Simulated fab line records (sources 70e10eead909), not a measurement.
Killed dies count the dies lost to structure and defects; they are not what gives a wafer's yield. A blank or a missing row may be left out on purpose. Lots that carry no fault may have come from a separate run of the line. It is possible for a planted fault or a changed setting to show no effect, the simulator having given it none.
Which tool did it? -- flow nand harc -- Sampling: 22 lots, 66 wafers, 6 of 1302 route steps

## WHAT THE GAUGES SHOWED, per wafer
Not one reading of a measure or inspect step in the record can be checked against a usual standard deviation.

## WHICH TOOL RAN EACH LOT (tool, then ch and the chambers of the sampled wafers, then the start)
lot,NHARC_A_STAIRCASE_STRIP_254,NHARC_A_STAIRCASE_HM_DEP_456,NHARC_A_STAIRCASE_DESCUM_270,NHARC_A_STAIRCASE_ETCH_451,NHARC_A_STAIRCASE_ETCH_453,NHARC_A_STAIRCASE_ALD_415
L075,"plasma asher-02 ch 0,1, day 16 07:04","acl dep-02 ch 0, day 16 10:38","rie diel-05 ch 1,3, day 16 13:28","rie diel-05 ch 1,2,3, day 17 08:43 or earlier","rie diel-08 ch 0,2, day 17 08:43 or earlier","ald hk-04 ch 1,2, day 17 08:43"
L074,"plasma asher-01 ch 0,1, day 16 08:12","acl dep-03 ch 0, day 16 11:56","rie diel-13 ch 0,2,3, day 16 14:14","rie diel-13 ch 0,1,2, day 17 13:20 or earlier","rie diel-13 ch 0,1,2, day 17 13:20 or earlier","ald hk-02 ch 1,3, day 17 13:20"
L076,"plasma asher-02 ch 0,1, day 17 04:02","acl dep-01 ch 0, day 17 07:13","rie diel-13 ch 1,2,3, day 17 09:27","rie diel-13 ch 0,1,2, day 17 23:24 or earlier","rie diel-13 ch 0,2, day 17 23:24 or earlier","ald hk-02 ch 0,1, day 17 23:24"
L078,"plasma asher-01 ch 0,1, day 17 04:16","acl dep-02 ch 0, day 17 07:48","rie diel-05 ch 0,1, day 17 10:46","rie diel-05 ch 0,3, day 18 00:26 or earlier","rie diel-08 ch 1,2, day 18 00:26 or earlier","ald hk-04 ch 0,2, day 18 00:26"
L079,"plasma asher-02 ch 0, day 18 09:36","acl dep-03 ch 0, day 18 11:00","rie diel-08 ch 1,2,3, day 18 13:32","rie diel-08 ch 1,2, day 19 08:06 or earlier","rie diel-05 ch 1,2,3, day 19 08:06 or earlier","ald hk-03 ch 0,2,3, day 19 08:06"
L081,"plasma asher-01 ch 0,1, day 18 10:05","acl dep-01 ch 0, day 18 12:05","rie diel-13 ch 0,1,2, day 18 14:55","rie diel-13 ch 1,2,3, day 19 08:57 or earlier","rie diel-13 ch 0,1,3, day 19 08:57 or earlier","ald hk-02 ch 0,2,3, day 19 08:57"
L080,"plasma asher-02 ch 0,1, day 18 10:26","acl dep-03 ch 0, day 18 12:50","rie diel-13 ch 0,1,3, day 18 15:20","rie diel-13 ch 0,2, day 19 10:22 or earlier","rie diel-05 ch 0,1,3, day 19 10:22 or earlier","ald hk-03 ch 0,1,2, day 19 10:22"
L082,"plasma asher-02 ch 0, day 19 10:10","acl dep-01 ch 0, day 19 11:38","rie diel-08 ch 0,2, day 19 14:30","rie diel-08 ch 0,1, day 20 07:45 or earlier","rie diel-08 ch 0,1, day 20 07:45 or earlier","ald hk-02 ch 1,3, day 20 07:45"
L083,"plasma asher-02 ch 0,1, day 19 14:59","acl dep-02 ch 0, day 19 15:49","rie diel-13 ch 0,1,2, day 19 19:27","rie diel-13 ch 0,1,3, day 20 08:52 or earlier","rie diel-13 ch 2,3, day 20 08:52 or earlier","ald hk-03 ch 0,1,2, day 20 08:52"
L085,"plasma asher-02 ch 0,1, day 21 00:34","acl dep-01 ch 0, day 21 01:23","rie diel-05 ch 2,3, day 21 04:07","rie diel-05 ch 0,1,3, day 21 17:22 or earlier","rie diel-08 ch 0,1,2, day 21 17:22 or earlier","ald hk-04 ch 1,2,3, day 21 17:22"
L084,"plasma asher-01 ch 0,1, day 21 04:17","acl dep-02 ch 0, day 21 05:07","rie diel-13 ch 0,2,3, day 21 07:57","rie diel-13 ch 0,1,2, day 22 00:35 or earlier","rie diel-08 ch 0,1,2, day 22 00:35 or earlier","ald hk-02 ch 0,1,3, day 22 00:35"
L086,"plasma asher-02 ch 0, day 21 07:49","acl dep-02 ch 0, day 21 09:17","rie diel-13 ch 1,2, day 21 11:49","rie diel-13 ch 2,3, day 22 07:58 or earlier","rie diel-05 ch 1,2, day 22 07:58 or earlier","ald hk-02 ch 0,2,3, day 22 07:58"
L087,"plasma asher-02 ch 0,1, day 22 03:59","acl dep-03 ch 0, day 22 07:46","rie diel-05 ch 0,2,3, day 22 10:15","rie diel-05 ch 0,1, day 23 01:49 or earlier","rie diel-08 ch 1,2,3, day 23 01:49 or earlier","ald hk-03 ch 0,1,3, day 23 01:49"
L088,"plasma asher-02 ch 0,1, day 22 04:36","acl dep-01 ch 0, day 22 08:05","rie diel-13 ch 1,2,3, day 22 10:46","rie diel-13 ch 0,2, day 23 04:53 or earlier","rie diel-05 ch 0,1,3, day 23 04:53 or earlier","ald hk-03 ch 0,1, day 23 04:53"
L089,"plasma asher-02 ch 0,1, day 22 18:17","acl dep-01 ch 0, day 22 19:06","rie diel-08 ch 0,1,3, day 22 21:49","rie diel-08 ch 0,1,2, day 23 13:43 or earlier","rie diel-13 ch 0,1,2, day 23 13:43 or earlier","ald hk-04 ch 0,1,3, day 23 13:43"
L090,"plasma asher-02 ch 0,1, day 22 18:51","acl dep-02 ch 0, day 22 21:10","rie diel-05 ch 0,3, day 22 23:28","rie diel-05 ch 0,2,3, day 23 16:01 or earlier","rie diel-08 ch 0,1, day 23 16:01 or earlier","ald hk-02 ch 0,2,3, day 23 16:01"
L092,"plasma asher-01 ch 0,1, day 24 05:08","acl dep-03 ch 0, day 24 06:43","rie diel-08 ch 0,1,3, day 24 09:32","rie diel-08 ch 1,2,3, day 24 23:22 or earlier","rie diel-08 ch 1,2,3, day 24 23:22 or earlier","ald hk-02 ch 1,2,3, day 24 23:22"
L093,"plasma asher-01 ch 0,1, day 24 14:23","acl dep-03 ch 0, day 24 16:55","rie diel-05 ch 2,3, day 24 19:33","rie diel-05 ch 0,1,3, day 25 09:26 or earlier","rie diel-08 ch 1,2, day 25 09:26 or earlier","ald hk-02 ch 0,2,3, day 25 09:26"
L095,"plasma asher-02 ch 0, day 25 04:22","acl dep-03 ch 0, day 25 05:13","rie diel-13 ch 0,1,2, day 25 08:04","rie diel-13 ch 1,2,3, day 26 00:10 or earlier","rie diel-08 ch 0,2,3, day 26 00:10 or earlier","ald hk-02 ch 1,3, day 26 00:10"
L094,"plasma asher-02 ch 0,1, day 25 05:13","acl dep-01 ch 0, day 25 06:13","rie diel-08 ch 0,2,3, day 25 09:04","rie diel-08 ch 0,1,3, day 26 04:47 or earlier","rie diel-13 ch 0,2,3, day 26 04:47 or earlier","ald hk-03 ch 0,2,3, day 26 04:47"
L096,"plasma asher-02 ch 0,1, day 25 10:46","acl dep-01 ch 0, day 25 11:35","rie diel-08 ch 0,2,3, day 25 14:49","rie diel-08 ch 0,1,2, day 26 06:52 or earlier","rie diel-13 ch 0,1,2, day 26 06:52 or earlier","ald hk-02 ch 1,2,3, day 26 06:52"
L097,"plasma asher-02 ch 0,1, day 26 01:26","acl dep-01 ch 0, day 26 05:31","rie diel-13 ch 0,1, day 26 07:45","rie diel-13 ch 1,2, day 26 22:56 or earlier","rie diel-13 ch 2,3, day 26 22:56 or earlier","ald hk-02 ch 0,2,3, day 26 22:56"
- NHARC_A_STAIRCASE_STRIP_254: strips in O2.
- NHARC_A_STAIRCASE_HM_DEP_456: deposits aC, target thk 3100 nm.
- NHARC_A_STAIRCASE_DESCUM_270: chemistry O2, time 3 s.
- NHARC_A_STAIRCASE_ETCH_451: etches the open film in CF4/O2, target depth 30 nm, overetch 3 nm, time 16.5 s.
- NHARC_A_STAIRCASE_ETCH_453: etches the open film in CF4/O2, target depth 30 nm, overetch 3 nm, time 16.5 s.
- NHARC_A_STAIRCASE_ALD_415: deposits SiO2, target thk 30 nm, pulse time 6 s, ald cycles 300.

## WHAT THE TOOLS THEMSELVES READ (means of the sampled wafers that have a number; where no wafer has one, the mark that the record gives instead)
NHARC_A_STAIRCASE_STRIP_254.
lot,tool,drypump motor current A (A),heater power w (W)
L075,plasma asher-02,5.8,328
L074,plasma asher-01,6.2,297
L076,plasma asher-02,5.8,333
L078,plasma asher-01,6.2,295
L079,plasma asher-02,5.7,339
L081,plasma asher-01,6.2,301
L080,plasma asher-02,6.0,319
L082,plasma asher-02,5.7,367
L083,plasma asher-02,6.0,335
L085,plasma asher-02,6.0,338
L084,plasma asher-01,6.2,300
L086,plasma asher-02,5.7,366
L087,plasma asher-02,5.8,349
L088,plasma asher-02,5.8,346
L089,plasma asher-02,5.8,361
L090,plasma asher-02,6.0,337
L092,plasma asher-01,6.2,305
L093,plasma asher-01,5.9,319
L095,plasma asher-02,5.7,365
L094,plasma asher-02,6.0,337
L096,plasma asher-02,6.0,335
L097,plasma asher-02,6.0,337

NHARC_A_STAIRCASE_HM_DEP_456.
lot,tool,throttle valve pct (%)
L075,acl dep-02,34.990
L074,acl dep-03,35.000
L076,acl dep-01,35.005
L078,acl dep-02,35.003
L079,acl dep-03,35.001
L081,acl dep-01,35.004
L080,acl dep-03,34.996
L082,acl dep-01,35.006
L083,acl dep-02,34.999
L085,acl dep-01,35.011
L084,acl dep-02,34.995
L086,acl dep-02,35.000
L087,acl dep-03,34.996
L088,acl dep-01,35.006
L089,acl dep-01,34.998
L090,acl dep-02,35.010
L092,acl dep-03,34.992
L093,acl dep-03,34.996
L095,acl dep-03,34.991
L094,acl dep-01,35.001
L096,acl dep-01,35.006
L097,acl dep-01,34.998

NHARC_A_STAIRCASE_DESCUM_270.
lot,tool,drypump motor current A (A),mfc ar sccm (sccm),oes product au (a.u.),rf vpp V (V),showerhead plenum p Torr (Torr),throttle valve pct (%)
L075,rie diel-05,6.1,0.019,1.001,58.1,1.95,11.313
L074,rie diel-13,5.7,0.002,0.996,56.9,1.89,11.317
L076,rie diel-13,6.1,0.009,1.006,57.6,1.96,11.309
L078,rie diel-05,6.0,0.000,1.003,57.9,1.96,11.314
L079,rie diel-08,5.8,0.006,1.004,57.6,2.01,11.306
L081,rie diel-13,6.0,0.009,1.007,58.1,1.96,11.311
L080,rie diel-13,6.0,0.007,1.005,57.2,1.87,11.315
L082,rie diel-08,5.9,0.022,0.997,57.8,1.94,11.314
L083,rie diel-13,6.0,0.009,1.008,58.0,1.96,11.317
L085,rie diel-05,5.8,0.030,0.997,57.5,1.87,11.315
L084,rie diel-13,5.7,0.002,1.004,57.3,1.87,11.309
L086,rie diel-13,6.0,0.011,1.002,58.4,2.03,11.316
L087,rie diel-05,5.8,0.020,1.008,57.8,1.93,11.308
L088,rie diel-13,6.1,0.009,1.007,58.0,1.95,11.314
L089,rie diel-08,5.8,0.008,1.000,58.1,1.94,11.316
L090,rie diel-05,5.9,0.019,0.990,57.3,1.94,11.315
L092,rie diel-08,5.8,0.008,1.007,58.5,1.93,11.305
L093,rie diel-05,5.9,0.030,1.010,57.2,1.87,11.316
L095,rie diel-13,6.0,0.009,1.000,57.9,1.95,11.300
L094,rie diel-08,5.6,0.014,1.011,58.0,1.94,11.310
L096,rie diel-08,5.7,0.014,1.000,57.5,1.94,11.310
L097,rie diel-13,6.3,0.013,1.004,58.0,1.93,11.305

NHARC_A_STAIRCASE_ETCH_451.
lot,tool,bias w (W),drypump motor current A (A),mfc ar sccm (sccm),oes product au (a.u.),rf vpp V (V),showerhead plenum p Torr (Torr),throttle valve pct (%)
L075,rie diel-05,100.18,6.0,0.020,1.001,198.1,1.35,13.397
L074,rie diel-13,99.97,6.0,0.009,1.004,198.4,1.37,13.403
L076,rie diel-13,100.18,6.0,0.009,1.000,197.7,1.37,13.392
L078,rie diel-05,100.20,5.9,0.019,1.016,196.6,1.29,13.397
L079,rie diel-08,100.03,6.2,0.006,1.003,199.7,1.43,13.393
L081,rie diel-13,99.95,6.1,0.009,1.005,198.7,1.36,13.397
L080,rie diel-13,100.23,5.6,0.002,1.003,198.1,1.32,13.401
L082,rie diel-08,100.09,6.0,0.017,1.012,197.9,1.35,13.405
L083,rie diel-13,100.24,6.0,0.007,0.999,197.3,1.31,13.396
L085,rie diel-05,99.94,5.9,0.010,0.990,199.6,1.40,13.399
L084,rie diel-13,99.86,6.0,0.009,1.002,198.6,1.36,13.402
L086,rie diel-13,99.98,5.8,0.002,1.003,196.6,1.30,13.391
L087,rie diel-05,100.19,6.0,0.000,0.991,198.6,1.43,13.396
L088,rie diel-13,99.97,5.7,0.005,1.005,198.2,1.36,13.392
L089,rie diel-08,99.92,6.1,0.014,0.997,198.6,1.39,13.406
L090,rie diel-05,100.01,5.8,0.020,1.015,198.8,1.35,13.390
L092,rie diel-08,99.89,5.8,0.006,1.010,199.6,1.39,13.393
L093,rie diel-05,99.84,5.9,0.010,0.996,198.8,1.39,13.394
L095,rie diel-13,99.89,6.1,0.009,0.993,197.1,1.36,13.402
L094,rie diel-08,100.28,5.8,0.008,1.002,198.3,1.35,13.410
L096,rie diel-08,99.92,6.1,0.014,1.006,198.3,1.38,13.405
L097,rie diel-13,100.21,6.3,0.016,1.007,199.6,1.40,13.391

NHARC_A_STAIRCASE_ETCH_453.
lot,tool,bias w (W),drypump motor current A (A),mfc ar sccm (sccm),oes product au (a.u.),rf vpp V (V),showerhead plenum p Torr (Torr),throttle valve pct (%)
L075,rie diel-08,99.9,5.9,0.022,1.004,197.2,1.35,13.400
L074,rie diel-13,100.1,6.0,0.009,1.008,199.0,1.37,13.404
L076,rie diel-13,99.8,5.6,0.002,1.001,197.5,1.32,13.396
L078,rie diel-08,100.3,6.0,0.011,1.001,200.1,1.44,13.386
L079,rie diel-05,99.9,6.0,0.020,0.996,199.1,1.35,13.398
L081,rie diel-13,100.0,6.0,0.007,1.009,196.7,1.31,13.404
L080,rie diel-05,99.9,5.9,0.010,1.007,199.5,1.40,13.400
L082,rie diel-08,99.7,6.0,0.017,1.002,198.9,1.35,13.400
L083,rie diel-13,100.1,5.8,0.002,0.994,197.5,1.31,13.406
L085,rie diel-08,99.8,6.1,0.014,1.003,198.8,1.39,13.398
L084,rie diel-08,100.0,6.1,0.014,1.003,199.2,1.39,13.399
L086,rie diel-05,100.2,5.9,0.021,0.996,198.2,1.34,13.392
L087,rie diel-08,99.7,5.8,0.006,1.003,198.8,1.40,13.405
L088,rie diel-05,100.0,5.9,0.010,1.000,198.6,1.39,13.391
L089,rie diel-13,99.8,6.0,0.009,0.996,198.4,1.36,13.410
L090,rie diel-08,99.8,6.0,0.017,0.994,197.8,1.34,13.402
L092,rie diel-08,99.8,5.8,0.006,1.006,198.8,1.39,13.396
L093,rie diel-08,99.6,6.2,0.006,1.004,199.7,1.42,13.391
L095,rie diel-08,99.9,5.7,0.014,1.003,198.3,1.35,13.402
L094,rie diel-13,100.3,5.7,0.002,0.986,197.5,1.30,13.400
L096,rie diel-13,100.0,6.0,0.009,0.992,198.4,1.35,13.398
L097,rie diel-13,100.1,5.8,0.002,0.998,197.1,1.29,13.393

NHARC_A_STAIRCASE_ALD_415.
lot,tool,heater power w (W),precursor pulse height rel
L075,ald hk-04,474,1.000
L074,ald hk-02,423,1.025
L076,ald hk-02,449,1.017
L078,ald hk-04,484,0.985
L079,ald hk-03,444,0.998
L081,ald hk-02,482,0.976
L080,ald hk-03,469,0.972
L082,ald hk-02,437,0.996
L083,ald hk-03,464,0.996
L085,ald hk-04,481,1.013
L084,ald hk-02,459,1.006
L086,ald hk-02,476,1.008
L087,ald hk-03,472,0.989
L088,ald hk-03,489,1.004
L089,ald hk-04,471,1.008
L090,ald hk-02,466,0.986
L092,ald hk-02,449,1.003
L093,ald hk-02,466,0.993
L095,ald hk-02,429,0.981
L094,ald hk-03,453,0.988
L096,ald hk-02,445,0.978
L097,ald hk-02,468,1.005

## THE ANSWER, worked out from the rows above alone
Rule: the usual values come from the lots themselves. The widest of any qualifying gaps counts: lots, ordered by their means at a reading, are off when they make up no more than a third of the lots, leave a main group of 4 or more, and stand apart from it by 3 or more times the standard deviation of that group's means. A main group whose means are all the same, to the digits that the tables above print for the reading, isn't used. A lot without any number at a reading at which 4 lots or more have one is off too. Any other lot the step has rows for is counted as sound. The gauges are gone through in route order, then the tools' own readings, and for those a lot's mean is taken as printed above. At the first step where some lot is off, the reading lying furthest off is the one used; lots without a number count as furthest.
None of the lots is off at any reading shown; this tells nothing.

## WHAT WAS PUT IN BY THE SIMULATOR
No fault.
